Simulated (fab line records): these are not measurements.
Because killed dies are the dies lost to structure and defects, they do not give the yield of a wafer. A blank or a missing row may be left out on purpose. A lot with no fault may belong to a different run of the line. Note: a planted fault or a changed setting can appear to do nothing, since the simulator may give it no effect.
Matching of chambers | flow n5-finfet | N5_SD_EPI_P_DESCUM_14 on rie-diel-04: 4 sister chambers
The step chemistry O2, time 7.9 s. 22 wafers are shown with their chamber, then 11 later ones without.

EACH WAFER AND ITS CHAMBER
wafer  | chamber | showerhead-plenum-p-Torr (Torr) | drypump-motor-current-A (A) | throttle-valve-pct (%)
L075.1 | 1       | 2.12                            | 5.5                         | 20.72
L075.5 | 0       | 2.09                            | 6.1                         | 20.44
L075.6 | 1       | 2.12                            | 5.6                         | 20.71
L079.2 | 3       | 2.08                            | 5.0                         | 20.66
L079.5 | 3       | 2.08                            | 5.0                         | 20.69
L079.6 | 0       | 2.09                            | 6.2                         | 20.46
L080.2 | 1       | 2.11                            | 5.5                         | 20.75
L080.3 | 0       | 2.09                            | 6.1                         | 20.48
L080.6 | 1       | 2.12                            | 5.5                         | 20.74
L083.2 | 1       | 2.11                            | 5.5                         | 20.73
L083.5 | 0       | 2.09                            | 6.2                         | 20.47
L083.6 | 1       | 2.11                            | 5.5                         | 20.73
L087.2 | 1       | 2.11                            | 5.6                         | 20.75
L087.3 | 3       | 2.08                            | 5.0                         | 20.68
L087.5 | 0       | 2.09                            | 6.1                         | 20.48
L088.1 | 3       | 2.08                            | 4.9                         | 20.68
L088.3 | 1       | 2.11                            | 5.6                         | 20.73
L088.5 | 3       | 2.08                            | 5.0                         | 20.67
L090.1 | 0       | 2.09                            | 6.1                         | 20.49
L090.3 | 2       | 1.98                            | 6.5                         | 20.41
L090.4 | 3       | 2.08                            | 5.0                         | 20.70
L091.1 | 0       | 2.09                            | 6.1                         | 20.46

SIGNATURES (means of the wafers above)
reading                  | chamber 0 | chamber 1 | chamber 2 | chamber 3 | scatter within a chamber
showerhead-plenum-p-Torr | 2.0900    | 2.1138    | 1.9800    | 2.0800    | 0.00323
drypump-motor-current-A  | 6.129     | 5.537     | 6.500     | 4.983     | 0.0479
throttle-valve-pct       | 20.4686   | 20.7325   | 20.4100   | 20.6800   | 0.015
Rule: for a wafer and a chamber, the distance is found by dividing, reading by reading, the gap between the wafer's reading and the chamber's mean by the reading's scatter, squaring, summing and taking the root. If the next closest chamber is less than 2 further off than the closest, the wafer can't be placed; otherwise it belongs to the closest. The scatter: the root of (the sum of the squares of (reading less its chamber's mean) over the shown wafers, divided by (wafers less chambers)).

WAFERS MISSING THEIR CHAMBER
wafer  | showerhead-plenum-p-Torr (Torr) | drypump-motor-current-A (A) | throttle-valve-pct (%)
L091.2 | 1.98                            | 6.5                         | 20.41
L091.3 | 2.08                            | 4.9                         | 20.69
L091.4 | 2.11                            | 5.5                         | 20.74
L091.5 | 1.98                            | 6.5                         | 20.40
L091.6 | 2.08                            | 5.0                         | 20.72
L093.1 | 2.11                            | 5.5                         | 20.76
L093.4 | 2.09                            | 6.1                         | 20.49
L093.5 | 1.98                            | 6.6                         | 20.41
L096.2 | 1.98                            | 6.5                         | 20.41
L096.3 | 2.11                            | 5.5                         | 20.75
L096.6 | 1.98                            | 6.5                         | 20.41

CHAMBER TAKEN BY EACH
wafer  | from the rows above | in truth
L091.2 | 2                   | 2
L091.3 | 3                   | 3
L091.4 | 1                   | 1
L091.5 | 2                   | 2
L091.6 | 3                   | 3
L093.1 | 1                   | 1
L093.4 | 0                   | 0
L093.5 | 2                   | 2
L096.2 | 2                   | 2
L096.3 | 1                   | 1
L096.6 | 2                   | 2
Correctly placed: 11 of 11. From these rows, 0 cannot be placed. Number placed wrongly: 0.
